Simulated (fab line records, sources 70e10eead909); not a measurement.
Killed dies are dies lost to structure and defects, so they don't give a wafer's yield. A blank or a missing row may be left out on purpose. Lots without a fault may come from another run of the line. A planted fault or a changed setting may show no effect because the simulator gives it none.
Chamber matching | flow nand_harc | NHARC_P_ZERO_WELL_DESCUM_26 on rie_diel-13: 4 sister chambers
The step chemistry O2, time 3 s. 14 wafers are shown with their chamber, then 7 later ones without.

WAFERS WITH THEIR CHAMBER
wafer  | chamber | drypump_motor_current_A (A) | showerhead_plenum_p_Torr (Torr) | oes_product_au (a.u.)
L885.2 | 3       | 5.4                         | 2.02                            | 1.002
L885.3 | 2       | 5.2                         | 1.85                            | 1.005
L885.5 | 0       | 6.2                         | 1.94                            | 1.000
L887.4 | 0       | 6.2                         | 1.94                            | 1.000
L887.5 | 3       | 5.4                         | 2.02                            | 1.003
L887.6 | 2       | 5.3                         | 1.85                            | 1.009
L899.1 | 1       | 6.3                         | 1.81                            | 1.006
L899.4 | 0       | 6.2                         | 1.92                            | 0.998
L899.5 | 2       | 5.3                         | 1.84                            | 1.015
L900.1 | 0       | 6.2                         | 1.92                            | 0.999
L900.3 | 3       | 5.4                         | 2.01                            | 1.002
L900.5 | 1       | 6.3                         | 1.81                            | 1.014
L904.4 | 2       | 5.3                         | 1.83                            | 1.004
L904.5 | 0       | 6.2                         | 1.92                            | 0.997

SIGNATURES (means of the wafers above)
reading                  | chamber 0 | chamber 1 | chamber 2 | chamber 3 | scatter within a chamber
drypump_motor_current_A  | 6.200     | 6.300     | 5.275     | 5.400     | 0.0274
showerhead_plenum_p_Torr | 1.9280    | 1.8100    | 1.8425    | 2.0167    | 0.00906
oes_product_au           | 0.99880   | 1.01000   | 1.00825   | 1.00233   | 0.00338
Rule: a wafer's distance from a chamber is the root of the sum, over the readings, of the square of ((its reading less the chamber's mean) divided by the reading's scatter). The wafer belongs to the nearest chamber; if the next one is less than 2 further off, it can't be placed. The scatter: the root of (the sum of the squares of (reading less its chamber's mean) over the shown wafers, divided by (wafers less chambers)).

WAFERS WITHOUT THEIR CHAMBER
wafer  | drypump_motor_current_A (A) | showerhead_plenum_p_Torr (Torr) | oes_product_au (a.u.)
L904.6 | 5.4                         | 2.00                            | 1.007
L905.1 | 5.3                         | 1.83                            | 0.999
L905.3 | 5.4                         | 2.00                            | 1.009
L905.6 | 6.2                         | 1.92                            | 1.003
L906.3 | 6.3                         | 1.80                            | 1.001
L906.4 | 6.2                         | 1.92                            | 0.998
L906.5 | 5.3                         | 1.83                            | 1.002

WHICH CHAMBER EACH WENT THROUGH
wafer  | from the rows above | in truth
L904.6 | 3                   | 3
L905.1 | 2                   | 2
L905.3 | 3                   | 3
L905.6 | 0                   | 0
L906.3 | 1                   | 1
L906.4 | 0                   | 0
L906.5 | 2                   | 2
Placed correctly: 7 of 7. Can't be placed from these rows: 0. Placed wrongly: 0.
